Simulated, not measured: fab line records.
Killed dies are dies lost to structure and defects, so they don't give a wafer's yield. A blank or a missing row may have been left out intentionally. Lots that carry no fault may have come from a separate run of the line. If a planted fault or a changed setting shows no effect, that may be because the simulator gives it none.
Chamber matching	flow n5Finfet	N5_BEOL_M13_DESCUM_33 on rieDiel-04 has 4 sister chambers
The step chemistry O2, time 7.9 s. 8 wafers are shown with their chamber, then 11 later ones without.

## WAFERS PAIRED WITH THEIR CHAMBERS
wafer	chamber	showerheadPlenumPTorr (Torr)	drypumpMotorCurrentA (A)
L081.2	2	2.05	6.2
L081.5	2	2.05	6.2
L084.4	1	2.14	6.2
L084.6	3	2.12	5.9
L092.1	3	2.11	5.9
L092.2	1	2.14	6.3
L092.3	0	2.13	5.6
L093.2	0	2.13	5.7

## WAFERS WITH NO CHAMBER GIVEN
wafer	showerheadPlenumPTorr (Torr)	drypumpMotorCurrentA (A)
L093.3	2.04	6.2
L093.4	2.14	6.3
L094.1	2.13	6.3
L094.5	2.04	6.2
L094.6	2.13	6.2
L097.2	2.11	5.9
L097.4	2.13	6.3
L097.5	2.13	6.3
L096.1	2.13	5.6
L096.2	2.11	5.9
L096.4	2.04	6.2

## EACH ONE'S CHAMBER
wafer	from the rows above	in truth
L093.3	2	2
L093.4	1	1
L094.1	1	1
L094.5	2	2
L094.6	1	1
L097.2	3	3
L097.4	1	1
L097.5	1	1
L096.1	0	0
L096.2	3	3
L096.4	2	2
11 of 11 placed correctly. Number that these rows cannot place: 0. 0 placed wrongly.
How it was worked out, from the rows above alone: a wafer's distance from a chamber is the root of the sum, over the readings, of the square of ((its reading less the chamber's mean) divided by the reading's scatter). The wafer belongs to the nearest chamber; if the next one is less than 2 further off, it can't be placed. For every chamber, the mean is computed from those of its wafers that are shown. The scatter: the root of (the sum of the squares of (reading less its chamber's mean) over the shown wafers, divided by (wafers less chambers)).
